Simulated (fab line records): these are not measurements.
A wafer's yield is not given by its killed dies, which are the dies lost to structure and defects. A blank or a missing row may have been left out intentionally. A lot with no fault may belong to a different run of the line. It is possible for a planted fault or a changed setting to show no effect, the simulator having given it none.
A lot that was struck, set against a sound lot + flow n5_finfet + 26 steps out of a route of 1938
Sound: wafers L700.1, L700.3, L700.4. Struck: wafers L693.4, L693.5, L693.6. The cause is named last.
For every step that has rows: the tool of each side, followed by ch and its chambers, followed by its first start. Under that, the readings that differ: sound wafers + struck wafers + difference of the means + sigmas: that difference in standard deviations of wafers without a fault.
alike: readings with means less than 2 such deviations apart, plus words and numbers identical on both sides. not compared: withheld readings, readings lacking a value on some wafer, bounds such as >300 that could conceal the same value, and numbers that have no deviation in the record and whose values overlap.
The two part at a step that has a row with sigmas, a row that says differs or no value, or rows on one side only. Numbers that don't overlap but have no deviation are shown without sigmas and don't part them. A reading missing from all wafers of one side parts the sides only when that side holds two or more wafers.

first, 9 steps without rows for these wafers: N5_BEOL_M15_EBR_06; N5_BEOL_M15_SOFTBAKE_05 (time 60 s); N5_BEOL_M15_EXPOSE_07 (exposes mask V14); N5_BEOL_M15_PEB_08 (peb time 90 s); N5_BEOL_M15_DEVELOP_09 (develop time 45 s); N5_BEOL_M15_HARDBAKE_14 (time 120 s); N5_BEOL_M15_DESCUM_15 (chemistry O2, time 7.9 s); N5_BEOL_M15_ETCH_59 (etches BARC in N2/H2, target depth 89 nm, overetch 26.7 nm, time 67.9 s); N5_BEOL_M15_VIA_ETCH_16 (etches SiO2 in C4F8/O2/Ar, target depth 1792.2 nm).
N5_BEOL_M15_STRIP_63: strips in O2.
  sound on rie_diel-04 ch 1,2,3, day 18 08:00; struck on rie_diel-03 ch 0,1,3, day 15 18:00
  alike: drypump_motor_current_A, oes_product_au, rf_vpp_V, showerhead_plenum_p_Torr, throttle_valve_pct
  not compared: rf_hours_counter_h
then, 13 steps without rows for these wafers: N5_BEOL_M15_STRIP_64 (strips in O2); N5_BEOL_M15_STRIP_65 (strips in post etch residue remover, time 60 s); N5_BEOL_M15_SRD_66 (time 30 s, dry time 30 s); N5_BEOL_M15_COAT_56 (time 60 s, resist thk 550 nm); N5_BEOL_M15_ETCH_57 (etches SOC in N2/H2, time 750 s); N5_BEOL_M15_COAT_60 (time 60 s, resist thk 89 nm); N5_BEOL_M15_COAT_22 (resist thk 800 nm); N5_BEOL_M15_EBR_24; N5_BEOL_M15_SOFTBAKE_23 (time 60 s); N5_BEOL_M15_EXPOSE_25 (exposes mask M15, target cd 400 nm); N5_BEOL_M15_PEB_26 (peb time 90 s); N5_BEOL_M15_DEVELOP_27 (develop time 45 s); N5_BEOL_M15_HARDBAKE_32 (time 120 s).
N5_BEOL_M15_INSPECT_30: inspects for defects (macro).
  struck on defect_inspect-01, day 15 19:56; sound on defect_inspect-01, day 18 09:32
| reading          | sound | struck         | difference | sigmas |
|------------------|-------|----------------|------------|--------|
| raw_defect_count | 0 3 2 | >300 >300 >300 | differs    |        |
then, 1 step without rows for these wafers: N5_BEOL_M15_DESCUM_33 (chemistry O2, time 7.9 s).
N5_PASSIVATION_PROBE_49:
  struck on prober-02, day 16 14:49; sound on prober-02, day 19 00:28
| reading                  | sound          | struck         | difference | sigmas |
|--------------------------|----------------|----------------|------------|--------|
| defect_limited_yield (%) | 90.3 90.8 89.3 | 83.9 81.9 78.9 | -8.6       | -5     |
| killed_at_M4_up          | 17 6 8         | 84 102 144     | +100       | +18    |
| killed_dies              | 115 108 126    | 190 213 249    | +101       | +6     |
| sort_bin_5_function (%)  | 6.4 5.9 6.1    | 9.4 10.3 14.4  | +5.2       | +5     |
| sort_bin_6_memory (%)    | 3.1 3.1 3.8    | 4.9 5.8 4.2    | +1.6       | +2     |
| sort_n_pass              | 1065 1072 1054 | 990 967 931    | -101       | -5     |
| sort_yield_pct (%)       | 90.3 90.8 89.3 | 83.9 81.9 78.9 | -8.6       | -5     |
  alike: killed_at_M0_to_M3, killed_at_contacts, killed_at_front_end, killed_at_other, killed_open, killed_short

== WHERE THEY PART ==
Earliest at N5_BEOL_M15_INSPECT_30; latest, in this record, at N5_PASSIVATION_PROBE_49.

WHY: the cause the simulator had injected
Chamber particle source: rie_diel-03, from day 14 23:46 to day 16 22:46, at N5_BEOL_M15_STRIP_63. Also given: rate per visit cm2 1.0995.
